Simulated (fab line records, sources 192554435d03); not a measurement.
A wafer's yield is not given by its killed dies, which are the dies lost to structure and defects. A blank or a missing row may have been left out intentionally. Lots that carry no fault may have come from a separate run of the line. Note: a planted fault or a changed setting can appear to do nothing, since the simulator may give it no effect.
Matching of chambers    flow n5_finfet    N5_DUMMY_GATE_DESCUM_20 on rie_diel-03 has 4 sister chambers
The step chemistry O2, time 6.2 s. 16 wafers are shown with their chamber, then 8 later ones without.

## WAFERS PAIRED WITH THEIR CHAMBERS
wafer   chamber  drypump_motor_current_A (A)  showerhead_plenum_p_Torr (Torr)  throttle_valve_pct (%)
L074.4  3        5.1                          2.22                             20.30
L074.5  2        6.2                          2.01                             19.97
L074.6  0        5.5                          2.11                             20.23
L076.1  1        5.4                          2.05                             20.06
L076.2  3        5.1                          2.21                             20.31
L076.5  1        5.4                          2.05                             20.06
L081.3  2        6.1                          2.01                             20.00
L081.4  0        5.5                          2.10                             20.24
L081.5  1        5.4                          2.05                             20.06
L084.1  1        5.4                          2.05                             20.07
L084.3  3        5.1                          2.21                             20.33
L084.6  0        5.5                          2.10                             20.27
L085.1  1        5.4                          2.04                             20.09
L085.2  3        5.1                          2.21                             20.33
L085.6  1        5.4                          2.04                             20.07
L089.1  2        6.1                          2.00                             20.02

SIGNATURES (averages over the wafers above)
reading                   chamber 0  chamber 1  chamber 2  chamber 3  scatter within a chamber
drypump_motor_current_A   5.500      5.400      6.133      5.100      0.0236
showerhead_plenum_p_Torr  2.1033     2.0467     2.0067     2.2125     0.00534
throttle_valve_pct        20.2467    20.0683    19.9967    20.3175    0.0171
Rule: for a wafer and a chamber, the distance is found by dividing, reading by reading, the gap between the wafer's reading and the chamber's mean by the reading's scatter, squaring, summing and taking the root. If the next closest chamber is less than 2 further off than the closest, the wafer can't be placed; otherwise it belongs to the closest. The scatter: the root of (the sum of the squares of (reading less its chamber's mean) over the shown wafers, divided by (wafers less chambers)).

## WAFERS WITHOUT THEIR CHAMBER
wafer   drypump_motor_current_A (A)  showerhead_plenum_p_Torr (Torr)  throttle_valve_pct (%)
L089.3  5.1                          2.20                             20.36
L089.4  5.5                          2.10                             20.28
L091.3  6.1                          2.00                             20.03
L091.5  5.1                          2.20                             20.35
L091.6  6.1                          2.00                             20.04
L093.1  5.5                          2.10                             20.29
L093.4  5.1                          2.20                             20.37
L093.5  5.5                          2.10                             20.29

## THE CHAMBER EACH PASSED THROUGH
wafer   from the rows above  in truth
L089.3  3                    3
L089.4  0                    0
L091.3  2                    2
L091.5  3                    3
L091.6  2                    2
L093.1  0                    0
L093.4  3                    3
L093.5  0                    0
Correct placement for 8 of the 8. From these rows, 0 cannot be placed. 0 placed wrongly.
